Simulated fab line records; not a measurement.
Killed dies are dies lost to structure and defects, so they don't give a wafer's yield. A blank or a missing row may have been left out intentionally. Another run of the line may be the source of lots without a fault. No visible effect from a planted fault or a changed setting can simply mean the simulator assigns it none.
Tool commonality check | flow nand harc | Sample size 11 lots and 33 wafers

REASON FOR OPENING
Flagged at NHARC_P_CONTACT_CD_MEAS_12: reading cd nm, on 1 of 11 lots. Wafers without a fault read 89.9 nm, standard deviation 0.6.
Rule: a lot gets a flag if all its wafers with a number sit over 4 standard deviations from that mean, or if no wafer of it has a number. All remaining lots are regarded as sound.

lot  | measured     | on        | cd nm (nm), wafer by wafer | flag
L376 | day 5 16:49  | cd sem-01 | 89.7 89.6 90.2             |
L377 | day 6 08:29  | cd sem-03 | 89.1 90.0 89.8             |
L382 | day 7 07:17  | cd sem-01 | 90.1 89.7 89.5             |
L381 | day 7 07:27  | cd sem-03 | 90.6 90.8 90.0             |
L380 | day 7 09:47  | cd sem-03 | 88.9 89.2 90.2             |
L383 | day 7 15:01  | cd sem-03 | 81.9 82.1 81.8             | FLAGGED
L393 | day 10 03:48 | cd sem-01 | 91.0 90.6 91.1             |
L394 | day 10 04:20 | cd sem-03 | 90.4 90.7 90.4             |
L395 | day 10 17:54 | cd sem-02 | 89.6 89.5 89.9             |
L397 | day 11 04:54 | cd sem-01 | 90.2 89.9 90.5             |
L398 | day 11 13:14 | cd sem-01 | 91.2 90.5 90.2             |
The numbers of the flagged lots are 81.9 nm on average: -8.0 nm against the usual, or -13 standard deviations.

LOT BY LOT: THE TOOL USED
3 process steps preceding the reading are held in the record, out of 1159 steps in the route. Every cell lists first the tool, next ch and the chambers used by the sampled wafers, and last the start.
lot  | flag    | NHARC_P_GATE_STRIP_76                | NHARC_P_CONTACT_DEP_00                     | NHARC_P_CONTACT_EXPOSE_09
L376 |         | plasma asher-02 ch 0,1, day 5 10:43  | pecvd-01 ch 0,1,2, day 5 16:41 or earlier  | arfi scanner-02 ch 0, day 5 16:41
L377 |         | plasma asher-01 ch 0,1, day 6 02:52  | pecvd-02 ch 1,2, day 6 08:21 or earlier    | arfi scanner-01 ch 0, day 6 08:21
L382 |         | plasma asher-01 ch 1, day 7 01:31    | pecvd-02 ch 0,1, day 7 07:10 or earlier    | arfi scanner-01 ch 0, day 7 07:10
L381 |         | plasma asher-02 ch 0,1, day 7 01:47  | pecvd-04 ch 0,1, day 7 07:19 or earlier    | arfi scanner-03 ch 0, day 7 07:19
L380 |         | plasma asher-02 ch 0,1, day 7 04:00  | pecvd-01 ch 0,2, day 7 09:38 or earlier    | arfi scanner-02 ch 0, day 7 09:38
L383 | FLAGGED | plasma asher-01 ch 0,1, day 7 09:16  | pecvd-01 ch 0,1,2, day 7 14:52 or earlier  | arfi scanner-01 ch 0, day 7 14:52
L393 |         | plasma asher-01 ch 0,1, day 9 22:02  | pecvd-01 ch 1,2, day 10 03:40 or earlier   | arfi scanner-03 ch 0, day 10 03:40
L394 |         | plasma asher-02 ch 0,1, day 9 22:11  | pecvd-02 ch 0,2, day 10 04:12 or earlier   | arfi scanner-02 ch 0, day 10 04:12
L395 |         | plasma asher-02 ch 0,1, day 10 12:16 | pecvd-01 ch 0,1, day 10 17:45 or earlier   | arfi scanner-02 ch 0, day 10 17:45
L397 |         | plasma asher-02 ch 0,1, day 10 23:21 | pecvd-02 ch 0,1,2, day 11 04:46 or earlier | arfi scanner-01 ch 0, day 11 04:46
L398 |         | plasma asher-01 ch 0,1, day 11 07:35 | pecvd-02 ch 0,1, day 11 13:05 or earlier   | arfi scanner-02 ch 0, day 11 13:05
What the steps here do:
- NHARC_P_GATE_STRIP_76: strips in O2.
- NHARC_P_CONTACT_DEP_00: deposits SiO2, target thk 500 nm.
- NHARC_P_CONTACT_EXPOSE_09: exposes mask P CA, target cd 90 nm.
- NHARC_P_CONTACT_CD_MEAS_12: target cd 90 nm.

FLAGGED AGAINST TOTAL, ONE TOOL AT A TIME (gauges that did the reading follow at the end)
step                       | tool            | lots run | flagged | share of the flagged lots | sound lots run after its first flagged lot
NHARC_P_GATE_STRIP_76      | plasma asher-01 | 5        | 1       | all                       | 2 (L393,L398)
NHARC_P_GATE_STRIP_76      | plasma asher-02 | 6        | 0       | none                      | -
NHARC_P_CONTACT_DEP_00     | pecvd-01        | 5        | 1       | all                       | 2 (L393,L395)
NHARC_P_CONTACT_DEP_00     | pecvd-02        | 5        | 0       | none                      | -
NHARC_P_CONTACT_DEP_00     | pecvd-04        | 1        | 0       | none                      | -
NHARC_P_CONTACT_EXPOSE_09  | arfi scanner-01 | 4        | 1       | all                       | 1 (L397)
NHARC_P_CONTACT_EXPOSE_09  | arfi scanner-02 | 5        | 0       | none                      | -
NHARC_P_CONTACT_EXPOSE_09  | arfi scanner-03 | 2        | 0       | none                      | -
NHARC_P_CONTACT_CD_MEAS_12 | cd sem-01       | 5        | 0       | none                      | -
NHARC_P_CONTACT_CD_MEAS_12 | cd sem-02       | 1        | 0       | none                      | -
NHARC_P_CONTACT_CD_MEAS_12 | cd sem-03       | 5        | 1       | all                       | 1 (L394)
NHARC_P_CONTACT_DEP_00: start missing for some lots; hours and lot order therefore follow NHARC_P_CONTACT_EXPOSE_09.

WHAT IS ALLOWED BY THE TABLE
4 rows of the table ran every flagged lot: plasma asher-01 at NHARC_P_GATE_STRIP_76, pecvd-01 at NHARC_P_CONTACT_DEP_00, arfi scanner-01 at NHARC_P_CONTACT_EXPOSE_09, cd sem-03 at NHARC_P_CONTACT_CD_MEAS_12.
- plasma asher-01 at NHARC_P_GATE_STRIP_76: 1 of its 5 lots flagged. Sound lots ran on it after the first flagged one (L393, L398), which a lasting fault on the whole tool wouldn't allow.
- pecvd-01 at NHARC_P_CONTACT_DEP_00: 1 of its 5 lots flagged. Sound lots ran on it after the first flagged one (L393, L395), which a lasting fault on the whole tool wouldn't allow.
- arfi scanner-01 at NHARC_P_CONTACT_EXPOSE_09: 1 of its 4 lots flagged. Sound lots ran on it after the first flagged one (L397), which a lasting fault on the whole tool wouldn't allow.
- cd sem-03 at NHARC_P_CONTACT_CD_MEAS_12: 1 of its 5 lots flagged. Sound lots ran on it after the first flagged one (L394), which a lasting fault on the whole tool wouldn't allow.
No row of the table ran every flagged lot and no sound lot after the first.

WHAT WAS PUT IN BY THE SIMULATOR
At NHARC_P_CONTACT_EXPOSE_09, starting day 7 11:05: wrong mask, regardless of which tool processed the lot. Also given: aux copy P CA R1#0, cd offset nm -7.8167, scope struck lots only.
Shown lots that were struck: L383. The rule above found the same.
